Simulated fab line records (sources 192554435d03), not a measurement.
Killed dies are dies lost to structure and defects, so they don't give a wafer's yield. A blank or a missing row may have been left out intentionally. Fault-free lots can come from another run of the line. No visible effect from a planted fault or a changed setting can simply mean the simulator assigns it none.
Which tool was responsible?	flow n5_finfet	12 lots with 36 wafers sampled at 3 steps, on a route of 1938 steps

WHAT THE GAUGES SHOWED, per wafer
N5_BEOL_M3_INSPECT_30: inspects for defects (brightfield).
lot	measured	on	raw_defect_count
L076	day 7 20:01	defect_inspect-01	467 395 334
L077	day 8 01:29	defect_inspect-02	343 518 463
L078	day 8 06:37	defect_inspect-01	400 492 371
L081	day 9 03:37	defect_inspect-02	401 505 444
L083	day 9 06:25	defect_inspect-01	373 330 388
L086	day 10 11:08	defect_inspect-02	347 387 414
L087	day 10 17:02	defect_inspect-02	433 549 429
L090	day 10 20:38	defect_inspect-02	353 585 474
L091	day 11 08:31	defect_inspect-02	319 330 344
L093	day 11 21:10	defect_inspect-02	388 412 260
L094	day 12 06:28	defect_inspect-01	310 373 291
L097	day 13 17:35	defect_inspect-02	403 414 446

TOOL THAT RAN EACH LOT (tool first, then ch and the chambers of the sampled wafers, then the start)
lot	N5_BEOL_M3_STRIP_66	N5_BEOL_M3_HM_OPEN_17
L076	rie_diel-03 ch 0,1,3, day 7 19:16	rie_metal-01 ch 0,1, day 7 19:20
L077	rie_diel-04 ch 2,3, day 8 00:44	rie_metal-01 ch 0,1, day 8 00:46
L078	rie_diel-04 ch 2,3, day 8 05:52	rie_metal-02 ch 0,1, day 8 05:54
L081	rie_diel-03 ch 0,2, day 9 02:52	rie_metal-02 ch 0,1, day 9 02:54
L083	rie_diel-03 ch 2,3, day 9 05:40	rie_metal-01 ch 0,1, day 9 05:42
L086	rie_diel-04 ch 1,2, day 10 10:30	rie_metal-01 ch 0,1, day 10 10:34
L087	rie_diel-04 ch 0,1,3, day 10 16:25	rie_metal-01 ch 1, day 10 16:28
L090	rie_diel-04 ch 0,1,2, day 10 19:57	rie_metal-03 ch 0,1, day 10 20:00
L091	rie_diel-02 ch 0,1, day 11 07:45	rie_metal-03 ch 1, day 11 07:47
L093	rie_diel-03 ch 0,2,3, day 11 20:24	rie_metal-03 ch 0,1, day 11 20:26
L094	rie_diel-04 ch 1,2,3, day 12 05:49	rie_metal-02 ch 0,1, day 12 05:53
L097	rie_diel-03 ch 0,1, day 13 16:55	rie_metal-02 ch 0,1, day 13 16:58
- N5_BEOL_M3_STRIP_66: strips in CF4.
- N5_BEOL_M3_HM_OPEN_17: chemistry Cl2/BCl3, target TiN, target depth 20 nm, overetch 6 nm.

THE ANSWER, worked out from the rows above alone
Rule: what is usual is taken from the lots themselves. The widest of any qualifying gaps counts: lots, ordered by their means at a reading, are off when they make up no more than a third of the lots, leave a main group of 4 or more, and stand apart from it by 3 or more times the standard deviation of that group's means. Not used: any main group whose means are identical at the precision the tables above print for the reading. A lot without any number at a reading at which 4 lots or more have one is off too. Where the step has rows for the other lots, those lots are counted as sound.
No lot is off at any reading shown: from this, nothing can be told.

WHAT HAD BEEN PUT IN BY THE SIMULATOR
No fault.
